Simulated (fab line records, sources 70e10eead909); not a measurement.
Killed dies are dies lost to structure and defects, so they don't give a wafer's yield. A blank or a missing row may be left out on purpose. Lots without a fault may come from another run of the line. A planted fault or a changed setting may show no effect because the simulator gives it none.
Which tool did it? | flow nand_harc | 14 lots, 42 wafers sampled, at 3 steps of a route of 1159

WHAT THE GAUGES READ, wafer by wafer
NHARC_P_STI_OVL_MEAS_10. Usual: overlay_x_nm -2 nm, standard deviation 4.9; overlay_y_nm 0 nm, standard deviation 5.9.
lot  | measured    | on         | overlay_x_nm (nm) | overlay_y_nm (nm) | flag
L822 | day 2 13:28 | overlay-01 | -6 -5 -5          | -1 -2 -2          |
L823 | day 2 18:25 | overlay-02 | 2 2 2             | -4 -3 -3          |
L824 | day 3 02:41 | overlay-01 | 1 1 1             | -4 -4 -4          |
L826 | day 3 12:31 | overlay-02 | -8 -8 -8          | -1 0 0            |
L828 | day 4 03:28 | overlay-01 | -1 -1 -1          | -2 -2 -2          |
L829 | day 4 03:19 | overlay-01 | -4 -4 -4          | -4 -3 -3          |
L830 | day 4 11:01 | overlay-02 | -9 -9 -9          | -4 -3 -4          |
L831 | day 4 20:29 | overlay-01 | 1 1 1             | 8 8 8             |
L832 | day 4 20:39 | overlay-02 | 7 8 7             | 8 8 8             |
L833 | day 5 04:57 | overlay-01 | -1 -1 -1          | 6 6 6             |
L834 | day 5 11:01 | overlay-01 | -7 -8 -8          | -3 -4 -3          |
L837 | day 6 04:50 | overlay-01 | -6 -6 -6          | 4 3 4             |
L838 | day 6 17:03 | overlay-02 | -5 -5 -5          | 0 0 0             |
L842 | day 7 10:53 | overlay-02 | 7 6 6             | -1 -1 0           |

NHARC_P_GATE_INSPECT_28. Usual: raw_defect_count 7, standard deviation 3.
lot  | measured    | on                | raw_defect_count | flag
L822 | day 4 19:41 | defect_inspect-01 | 2 2 5            |
L823 | day 4 19:50 | defect_inspect-01 | 9 3 3            |
L824 | day 5 09:30 | defect_inspect-02 | 9 9 8            |
L826 | day 5 16:37 | defect_inspect-01 | 4 3 5            |
L828 | day 6 09:33 | defect_inspect-01 | 2 7 10           |
L829 | day 6 09:35 | defect_inspect-02 | 11 11 3          |
L830 | day 6 15:02 | defect_inspect-01 | 11 5 7           |
L831 | day 7 05:16 | defect_inspect-01 | 9 5 12           |
L832 | day 7 04:50 | defect_inspect-01 | 4 1 7            |
L833 | day 7 08:54 | defect_inspect-02 | 7 5 13           |
L834 | day 7 22:54 | defect_inspect-01 | 7 5 6            |
L837 | day 8 10:40 | defect_inspect-01 | 3 7 2            |
L838 | day 8 18:26 | defect_inspect-02 | 10 6 7           |
L842 | day 9 18:27 | defect_inspect-01 | 5 10 3           |

WHICH TOOL RAN EACH LOT (tool, then ch and the chambers of the sampled wafers, then the start)
lot  | NHARC_P_STI_OXIDE_29
L822 | furnace-03 ch 0, day 2 01:57
L823 | furnace-06 ch 0, day 2 07:05
L824 | furnace-06 ch 0, day 2 15:09
L826 | furnace-06 ch 0, day 3 01:02
L828 | furnace-03 ch 0, day 3 15:49
L829 | furnace-03 ch 0, day 3 15:49
L830 | furnace-08 ch 0, day 3 23:33
L831 | furnace-03 ch 0, day 4 08:59
L832 | furnace-03 ch 0, day 4 08:59
L833 | furnace-06 ch 0, day 4 17:31
L834 | furnace-03 ch 0, day 4 23:38
L837 | furnace-08 ch 0, day 5 14:11 and furnace-06 ch 0, day 5 19:15
L838 | furnace-06 ch 0, day 5 23:43
L842 | furnace-03 ch 0, day 6 20:14
- NHARC_P_STI_OXIDE_29: material SiO2, target thk 10 nm, ox time 1362 s.

WHAT THE TOOLS THEMSELVES READ (means of the sampled wafers that have a number; where no wafer has one, the mark that the record gives instead)
NHARC_P_STI_OXIDE_29. Usual: spike_tc_top_C 909 C, standard deviation 3.4; zone_power_bottom_pct 27 %, standard deviation 5.1.
lot  | tool                  | spike_tc_top_C (C) | zone_power_bottom_pct (%) | flag
L822 | furnace-03            | 907                | 23                        |
L823 | furnace-06            | 915                | 35                        |
L824 | furnace-06            | 915                | 35                        |
L826 | furnace-06            | 914                | 35                        |
L828 | furnace-03            | 907                | 23                        |
L829 | furnace-03            | 907                | 23                        |
L830 | furnace-08            | 909                | 26                        |
L831 | furnace-03            | 907                | 23                        |
L832 | furnace-03            | 907                | 23                        |
L833 | furnace-06            | 914                | 35                        |
L834 | furnace-03            | 907                | 23                        |
L837 | furnace-08/furnace-06 | 912                | 30                        |
L838 | furnace-06            | 914                | 34                        |
L842 | furnace-03            | 907                | 23                        |

THE ANSWER, worked out from the rows above alone
Rule: a lot is off if the mean of its wafers that have a number lies more than 3 standard deviations from the usual mean. A lot without any number at a reading at which 4 lots or more have one is off too. The other lots that the step has rows for count as sound. The gauges are gone through in route order, then the tools' own readings, and for those a lot's mean is taken as printed above. The first step at which some lot is off is used, and at that step the reading that is off furthest; a lot without a number counts as furthest.
No lot is off at any reading shown: from this, nothing can be told.

WHAT THE SIMULATOR HAD PUT IN
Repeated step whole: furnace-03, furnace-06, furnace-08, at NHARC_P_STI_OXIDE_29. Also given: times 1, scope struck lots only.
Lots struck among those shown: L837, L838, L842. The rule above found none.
